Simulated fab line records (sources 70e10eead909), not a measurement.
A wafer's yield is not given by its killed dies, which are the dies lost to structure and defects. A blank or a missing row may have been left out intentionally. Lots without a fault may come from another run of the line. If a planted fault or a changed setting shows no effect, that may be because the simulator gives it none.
fab line records	flow nand-harc
record lots=13	wafers=39	last-day=33
route steps=1302 shown P_ZERO_WELL@14 P_STI@100 P_GATE@150 END@1302
lots untouched by any fault: they come from a run of this same line in which no faults occurred
start-h: the number of hours between the record's first day and the start of the first shown wafer of the lot	wait-h: hours since the lot's step before	" repeats the value in the row above	L1.1+2: one row covering several wafers at once	- no value, or no start given	* or withheld: withheld	< > ~ a bound
route shown NAME@n: a module of which the file shows steps, and the number in the route of the first	usual: mean/standard deviation of fault-free wafers	same: alike in all rows	chamber/n: place in a boat	sites: per-site readings	_std_site: standard deviation across them	_edge_site: the outer-site mean with the inner-site mean subtracted	radius-mm: for every site, how far away it sits from the centre of the wafer	mask NAME#n: copy n	behind: tool/chamber where the wafer was last shaped	hold: why the lot was held/for how many hours/how that ended	device: transistor that didn't switch, given as n, p or np	end of line: at the end of the route, the tests of the same wafers	step lacking rows: just its recipe	killed: count of dies lost to structure and defects at first sort (not the wafer's yield)	map: dies across one wafer; x = killed, . = not, _ = none there
set.NAME: the setting that was run; set.NAME@STEP: the one run at that earlier step	model.NAME: the simulator's own value behind a step, which no gauge read
the route's steps for a sample of lots (tables are steps, rows are wafers)
services: the hour from which a tool's chamber was out of use, counted from the record's first day as start-h (under 0 if before that day), plus the number of hours and why
## steps
# step NHARC_P_ZERO_WELL_CD_MEAS_11
# recipe target-cd-nm=500	landing-energy-ev=500
# usual cd-nm=500.2/2
lot.wafer	tool	chamber	start-h	wait-h	cd-nm
L261.1	cd-sem-02	0	21.18	-	501.0
L261.5	"	0	"	"	499.9
L261.6	"	0	"	"	497.4
L263.1	cd-sem-02	0	41.11	-	500.0
L263.3	"	0	"	"	497.7
L263.6	"	0	"	"	498.6
L265.1	cd-sem-02	0	61.13	-	500.8
L265.2	"	0	"	"	498.4
L265.6	"	0	"	"	497.8
L266.2	cd-sem-03	0	71.27	-	500.7
L266.3	"	0	"	"	500.3
L266.6	"	0	"	"	503.5
L267.1	cd-sem-03	0	81.11	-	502.1
L267.2	"	0	"	"	504.5
L267.4	"	0	"	"	502.9
L268.3	cd-sem-01	0	91.12	-	499.5
L268.5	"	0	"	"	503.2
L268.6	"	0	"	"	497.7
L277.3	cd-sem-01	0	181.31	-	502.6
L277.4	"	0	"	"	498.8
L277.6	"	0	"	"	501.1
L278.1	cd-sem-02	0	191.24	-	500.6
L278.3	"	0	"	"	499.7
L278.5	"	0	"	"	501.5
L279.3	cd-sem-01	0	201.59	-	501.9
L279.4	"	0	"	"	502.1
L279.6	"	0	"	"	500.6
L280.3	cd-sem-02	0	211.24	-	501.5
L280.4	"	0	"	"	501.8
L280.5	"	0	"	"	499.7
L282.4	cd-sem-02	0	231.12	-	502.6
L282.5	"	0	"	"	498.7
L282.6	"	0	"	"	498.6
L283.2	cd-sem-01	0	241.25	-	497.7
L283.3	"	0	"	"	495.9
L283.5	"	0	"	"	499.6
L284.3	cd-sem-03	0	251.25	-	502.5
L284.4	"	0	"	"	496.0
L284.5	"	0	"	"	500.4
# step NHARC_P_ZERO_WELL_IMPLANT_27
# recipe energy-kev=600	dose-cm2=1e+13	tilt-deg=7
# usual beam-energy-keV=599.96/0.18	beam-on-s=10.00/0.22
lot.wafer	tool	chamber	start-h	wait-h	beam-energy-keV	beam-on-s
L261.1	implanter-02	0	22.84	0.1	600.15	9.76
L261.5	"	0	"	"	600.29	10.57
L261.6	"	0	"	"	600.03	9.61
L263.1	implanter-01	0	42.87	0.1	600.03	10.26
L263.3	"	0	"	"	599.94	10.23
L263.6	"	0	"	"	600.12	9.80
L265.1	implanter-01	0	62.66	0.1	599.94	9.93
L265.2	"	0	"	"	599.88	9.74
L265.6	"	0	"	"	599.94	10.29
L266.2	implanter-02	-	72.95	0.1	-	-
L266.3	"	-	"	"	-	-
L266.6	"	-	"	"	-	-
L267.1	implanter-01	-	82.76	0.1	-	-
L267.2	"	-	"	"	-	-
L267.4	"	-	"	"	-	-
L268.3	implanter-01	-	92.83	0.2	-	-
L268.5	"	-	"	"	-	-
L268.6	"	-	"	"	-	-
L277.3	implanter-01	0	182.88	0.2	600.02	9.20
L277.4	"	0	"	"	600.36	10.00
L277.6	"	0	"	"	600.22	10.16
L278.1	implanter-01	0	192.89	0.1	599.98	9.96
L278.3	"	0	"	"	599.96	10.08
L278.5	"	0	"	"	600.31	9.94
L279.3	implanter-01	0	203.36	0.2	599.77	10.11
L279.4	"	0	"	"	599.88	9.95
L279.6	"	0	"	"	599.84	10.18
L280.3	implanter-01	0	212.94	0.2	599.50	10.04
L280.4	"	0	"	"	599.88	10.04
L280.5	"	0	"	"	599.77	9.92
L282.4	implanter-02	0	232.78	0.2	599.89	9.80
L282.5	"	0	"	"	600.10	10.19
L282.6	"	0	"	"	599.93	10.21
L283.2	implanter-01	0	242.86	0.2	600.02	10.19
L283.3	"	0	"	"	600.09	10.24
L283.5	"	0	"	"	599.76	9.81
L284.3	implanter-02	0	252.85	0.2	599.91	9.83
L284.4	"	0	"	"	600.07	10.28
L284.5	"	0	"	"	599.69	10.08
# step NHARC_P_STI_CMP_21
# recipe t-overpolish-s=20	target-thk-nm=380.67
# usual motor-current-A=11.8/0.89	overpolish-run-s=20.000/0.0098
lot.wafer	tool	chamber	start-h	wait-h	motor-current-A	overpolish-run-s
L261.1	cmp-02	1	65.10	0.4	9.5	19.996
L261.6	"	1	"	"	9.5	19.994
L261.5	"	2	"	"	12.6	19.995
L263.3	cmp-03	1	81.25	0.4	13.6	20.002
L263.1	"	0	"	"	11.7	20.008
L263.6	"	2	"	"	12.7	19.992
L265.1	cmp-02	2	101.87	0.4	13.0	20.001
L265.2	"	0	"	"	12.7	20.003
L265.6	"	3	"	"	11.7	20.000
L277.4	cmp-03	1	220.97	0.4	12.5	19.996
L277.3	"	0	"	"	11.7	20.014
L277.6	"	2	"	"	12.4	20.006
L278.1	cmp-03	0	235.82	0.4	11.5	20.006
L278.3	"	3	"	"	12.0	19.990
L278.5	"	1	"	"	12.2	19.984
L279.4	cmp-02	2	244.15	0.4	12.1	20.004
L279.3	"	3	"	"	11.3	19.993
L279.6	"	1	"	"	9.8	19.990
L280.4	cmp-04	0	259.64	0.4	11.4	20.013
L280.3	"	1	"	"	12.3	19.994
L280.5	"	2	"	"	11.9	20.004
L282.4	cmp-03	2	275.06	0.4	12.2	19.995
L282.6	"	0	"	"	11.6	20.012
L282.5	"	1	"	"	13.2	19.993
L283.3	cmp-02	3	282.63	0.4	11.9	20.008
L283.2	"	2	"	"	12.6	19.982
L283.5	"	0	"	"	12.3	19.996
L284.3	cmp-03	1	293.58	0.4	12.4	19.996
L284.4	"	2	"	"	12.2	19.999
L284.5	"	0	"	"	11.2	19.993
# step NHARC_P_GATE_STRIP_108
# recipe o2-flow-sccm=500	ar-flow-sccm=0	bias-w=0	chemistry=O2
# usual drypump-motor-current-A=5.8/0.33	oes-product-au=1.002/0.0088	rf-vpp-V=57.7/0.93	showerhead-plenum-p-Torr=3.45/0.11	throttle-valve-pct=17.037/0.0094
# same bias-w=0
lot.wafer	tool	chamber	start-h	wait-h	drypump-motor-current-A	oes-product-au	rf-hours-counter-h	rf-vpp-V	showerhead-plenum-p-Torr	throttle-valve-pct
L261.1	rie-diel-02	2	96.66	-	6.1	1.006	3.6	57.9	3.35	17.035
L261.6	"	1	"	"	6.0	1.007	-	54.9	3.34	17.034
L261.5	"	2	"	"	6.1	0.994	-	58.1	3.35	17.039
L263.3	rie-diel-01	3	112.81	-	5.6	1.008	4.5	57.8	3.44	17.025
L263.1	"	2	"	"	5.3	1.006	5.4	57.8	3.54	17.032
L263.6	"	0	"	"	6.0	1.003	-	56.7	3.54	17.029
L265.1	rie-diel-07	2	135.29	-	6.0	0.999	0.4	58.3	3.63	17.029
L265.2	"	1	"	"	5.6	0.994	0.5	58.2	3.40	17.036
L265.6	"	2	"	"	6.0	0.993	-	58.2	3.63	17.039
L277.3	rie-diel-01	1	259.21	-	5.3	1.024	3.7	57.5	3.42	17.047
L277.4	"	2	"	"	5.3	1.001	3.2	58.3	3.54	17.033
L277.6	"	0	"	"	6.0	1.001	-	60.5	3.53	17.033
L278.3	rie-diel-02	3	267.90	-	6.0	0.997	2.3	57.6	3.40	17.016
L278.1	"	0	"	"	5.6	0.986	1.0	57.6	3.41	17.040
L278.5	"	0	"	"	5.6	0.989	-	56.9	3.42	17.038
L279.3	rie-diel-02	2	279.86	-	6.1	1.005	3.4	57.2	3.34	17.057
L279.4	"	0	"	"	5.6	1.004	1.7	56.5	3.41	17.045
L279.6	"	1	"	"	6.0	1.012	-	59.4	3.34	17.017
L280.3	rie-diel-07	1	293.78	-	5.6	0.995	11.2	55.9	3.39	17.033
L280.4	"	3	"	"	6.4	1.002	9.9	57.3	3.38	17.029
L280.5	"	1	"	"	5.6	0.990	-	58.1	3.39	17.041
L282.4	rie-diel-07	0	315.30	-	5.1	1.000	1.0	57.5	3.76	17.033
L282.5	"	1	"	"	5.6	0.997	-	58.6	3.39	17.034
L282.6	"	2	"	"	6.0	1.011	-	58.0	3.62	17.045
L283.3	rie-diel-02	2	319.53	-	6.0	1.009	5.9	58.0	3.34	17.035
L283.2	"	0	"	"	5.7	1.001	4.4	57.7	3.41	17.029
L283.5	"	2	"	"	6.1	1.003	-	58.1	3.34	17.041
L284.4	rie-diel-07	2	327.16	-	6.0	1.006	1.3	58.4	3.62	17.039
L284.3	"	0	"	"	5.1	0.989	2.0	58.5	3.76	17.044
L284.5	"	1	"	"	5.6	0.999	-	58.3	3.39	17.053
# step NHARC_END_SORT_01
# recipe temp-c=25
# usual killed-at-array=52/18	killed-at-other=1.2/1.5	killed-at-periphery=4/3.2	killed-dies=57/17	killed-open=3.1/1.9	killed-short=2.5/1.7
# same gross-dies=677
lot.wafer	tool	chamber	start-h	wait-h	killed-at-array	killed-at-other	killed-at-periphery	killed-dies	killed-open	killed-short
L266.2	prober-01	0	596.74	2.8	47	0	630	677	5	0
L266.3	prober-01	0	597.55	3.1	58	0	619	677	0	0
L266.6	prober-01	0	599.98	4.0	38	0	639	677	2	6
L268.3	prober-02	0	634.81	3.1	58	1	618	677	0	0
L268.5	prober-02	0	636.43	3.7	59	1	617	677	4	7
L268.6	prober-02	0	637.24	4.0	58	1	618	677	5	1
L267.1	prober-01	0	647.34	2.5	67	0	610	677	1	1
L267.2	prober-01	0	648.16	2.8	71	1	605	677	4	2
L267.4	prober-01	0	649.79	3.4	58	0	619	677	2	1
# killed by level:class
L266.2 P_ZERO_WELL:area-implant=628 A_CHANNEL_HOLE_D1:chamber-film-flake=20 A_CHANNEL_HOLE_D2:chamber-film-flake=16 A_CONTACT:chamber-film-flake=4 A_ONON_D1:geometric-particle:open=1 A_CHANNEL_FILL_D2:geometric-particle:open=1 A_WL_FILL:geometric-particle:open=1 A_CONTACT:geometric-particle:open=1
L266.3 P_ZERO_WELL:area-implant=618 A_CHANNEL_HOLE_D2:chamber-film-flake=36 A_CHANNEL_HOLE_D1:chamber-film-flake=15 A_ZERO_WELL:chamber-film-flake=3 P_CONTACT:chamber-film-flake=1 A_SLIT:chamber-film-flake=1 A_CHANNEL_FILL_D1:chamber-film-flake=1 A_STAIRCASE:chamber-film-flake=1
L266.6 P_ZERO_WELL:area-implant=635 A_CHANNEL_HOLE_D2:chamber-film-flake=14 A_CHANNEL_HOLE_D1:chamber-film-flake=13 A_CHANNEL_FILL_D1:geometric-particle:short=2 A_STAIRCASE:chamber-film-flake=2 A_CONTACT:chamber-film-flake=2 P_CONTACT:geometric-particle:short=1 P_M0:geometric-particle:open=1
L268.3 P_ZERO_WELL:area-implant=617 A_SLIT:chamber-film-flake=31 A_CHANNEL_HOLE_D2:chamber-film-flake=8 A_M0:chamber-film-flake=5 A_STAIRCASE:chamber-film-flake=4 A_CHANNEL_HOLE_D1:chamber-film-flake=3 A_WL_FILL:chamber-film-flake=3 A_CONTACT:chamber-film-flake=2
L268.5 P_ZERO_WELL:area-implant=613 A_SLIT:chamber-film-flake=27 A_CHANNEL_HOLE_D2:chamber-film-flake=8 A_CONTACT:chamber-film-flake=4 A_STAIRCASE:chamber-film-flake=4 A_WL_FILL:chamber-film-flake=3 A_ONON_D2:geometric-particle:short=2 A_M0:geometric-particle:short=2
L268.6 P_ZERO_WELL:area-implant=609 A_SLIT:chamber-film-flake=26 A_CHANNEL_HOLE_D2:chamber-film-flake=12 A_CONTACT:chamber-film-flake=5 A_M0:chamber-film-flake=4 P_M1:chamber-film-flake=4 A_WL_FILL:chamber-film-flake=4 A_STAIRCASE:chamber-film-flake=3
L267.1 P_ZERO_WELL:area-implant=608 A_CHANNEL_HOLE_D1:chamber-film-flake=31 A_SLIT:chamber-film-flake=20 A_CHANNEL_HOLE_D2:chamber-film-flake=10 A_CONTACT:chamber-film-flake=3 P_CONTACT:geometric-particle:open=1 A_CHANNEL_FILL_D2:geometric-particle:short=1 P_ZERO_WELL:chamber-film-flake=1
L267.2 P_ZERO_WELL:area-implant=601 A_SLIT:chamber-film-flake=36 A_CHANNEL_HOLE_D1:chamber-film-flake=20 A_CHANNEL_HOLE_D2:chamber-film-flake=10 A_STAIRCASE:chamber-film-flake=2 A_CONTACT:chamber-film-flake=2 P_GATE:geometric-particle:open=1 P_CONTACT:geometric-particle:open=1
L267.4 P_ZERO_WELL:area-implant=618 A_SLIT:chamber-film-flake=27 A_CHANNEL_HOLE_D1:chamber-film-flake=16 A_CHANNEL_HOLE_D2:chamber-film-flake=8 A_STAIRCASE:chamber-film-flake=2 A_CONTACT:chamber-film-flake=2 P_GATE:geometric-particle:open=1 A_ONON_D1:geometric-particle:open=1
## services
tool	chamber	start-h	hours	kind
implanter-02	-	1.20	3.1	repair
cmp-03	-	1.90	0.8	repair
cmp-03	-	2.83	0.5	repair
cmp-02	-	6.68	2.4	repair
implanter-02	-	7.62	2.3	repair
implanter-01	-	18.14	2.8	repair
implanter-02	-	31.22	5.5	repair
cmp-02	-	36.50	4.0	pm
rie-diel-02	-	39.70	9.0	pm
cmp-02	-	44.06	0.8	repair
cmp-03	-	64.12	4.0	pm
rie-diel-07	0	66.24	6.2	repair
rie-diel-07	2	69.27	4.8	repair
implanter-02	-	79.01	1.9	repair
implanter-02	-	87.41	2.4	repair
rie-diel-07	-	89.18	0.6	repair
implanter-02	-	92.27	1.1	repair
cmp-02	-	115.78	1.1	repair
rie-diel-07	-	117.20	9.0	pm
cmp-02	-	134.50	4.0	pm
cmp-03	-	162.12	4.0	pm
implanter-01	-	206.42	0.6	repair
cmp-03	-	260.12	4.0	pm
implanter-01	-	327.17	13.0	pm
## key
first-sign step=NHARC_P_ZERO_WELL_IMPLANT_27	reading=tool-record	direction=missing
effect step=NHARC_END_SORT_01	reading=killed-at-periphery	direction=up	sigmas=99+	usual=4	struck=619
more-kills-born-at NHARC_P_ZERO_WELL_IMPLANT_27@implanter-01=3666	NHARC_P_ZERO_WELL_IMPLANT_27@implanter-02=1881
met-at NHARC_P_ZERO_WELL_IMPLANT_27
struck-lots L266,L267,L268
later-rows-left-out L266.2,L266.3,L266.6,L267.1,L267.2,L267.4,L268.3,L268.5,L268.6
tester-left-out L266,L267,L268
not-acting-at NHARC_P_ZERO_WELL_CD_MEAS_11,NHARC_P_STI_CMP_21,NHARC_P_GATE_STRIP_108
onset-between 62.66 72.95
fault kind=skipped-step-whole	tool=implanter-01,implanter-02	chamber=-	onset-h=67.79	steps=NHARC_P_ZERO_WELL_IMPLANT_27	scope=struck-lots-only
# tester-left-out: of these lots the tester's yield and bins aren't shown, on N5 and GAA mostly nor the transistor test; their killed dies are dies lost to structure and defects alone, not to doping, threshold or leakage, so they don't give the yield
# later-rows-left-out: the simulator's readings of these wafers behind a module that went badly wrong aren't trusted and aren't shown, but for the sort
